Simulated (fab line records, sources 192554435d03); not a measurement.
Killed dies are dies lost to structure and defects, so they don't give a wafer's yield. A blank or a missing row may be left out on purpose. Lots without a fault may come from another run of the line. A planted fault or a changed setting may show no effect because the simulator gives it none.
Chamber matching | flow n5_finfet | N5_ILD0_CMP_07 on cmp-03: 4 sister chambers
The step polishes SiO2 flowable, stops on poly-Si, t overpolish 1.18 s, target thk 138.88 nm. 8 wafers are shown with their chamber, then 7 later ones without.

WAFERS WITH THEIR CHAMBER
wafer  | chamber | motor_current_A (A) | slurry_filter_dp_kPa (kPa)
L080.2 | 2       | 11.5                | 13.33
L084.2 | 3       | 14.8                | 13.51
L084.4 | 0       | 11.5                | 13.48
L086.4 | 2       | 11.5                | 13.73
L086.5 | 1       | 13.1                | 13.42
L086.6 | 0       | 11.7                | 13.74
L089.3 | 1       | 11.9                | 13.65
L089.4 | 3       | 14.4                | 13.22

WAFERS WITHOUT THEIR CHAMBER
wafer  | motor_current_A (A) | slurry_filter_dp_kPa (kPa)
L089.5 | 14.7                | 13.53
L094.1 | 14.7                | 13.21
L094.2 | 12.5                | 13.61
L094.3 | 11.9                | 13.48
L097.1 | 11.8                | 13.41
L097.3 | 14.8                | 13.48
L097.6 | 14.6                | 13.64

WHICH CHAMBER EACH WENT THROUGH
wafer  | from the rows above          | in truth
L089.5 | 3                            | 3
L094.1 | 3                            | 3
L094.2 | can't be placed: 1 or 0 or 2 | 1
L094.3 | can't be placed: 0 or 2 or 1 | 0
L097.1 | can't be placed: 2 or 0 or 1 | 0
L097.3 | 3                            | 3
L097.6 | 3                            | 3
Placed correctly: 4 of 7. Can't be placed from these rows: 3 (the true chamber is among the candidates in 3). Placed wrongly: 0.
How it was worked out, from the rows above alone: a wafer's distance from a chamber is the root of the sum, over the readings, of the square of ((its reading less the chamber's mean) divided by the reading's scatter). The wafer belongs to the nearest chamber; if the next one is less than 2 further off, it can't be placed. A chamber's mean is the mean of its shown wafers. The scatter: the root of (the sum of the squares of (reading less its chamber's mean) over the shown wafers, divided by (wafers less chambers)).
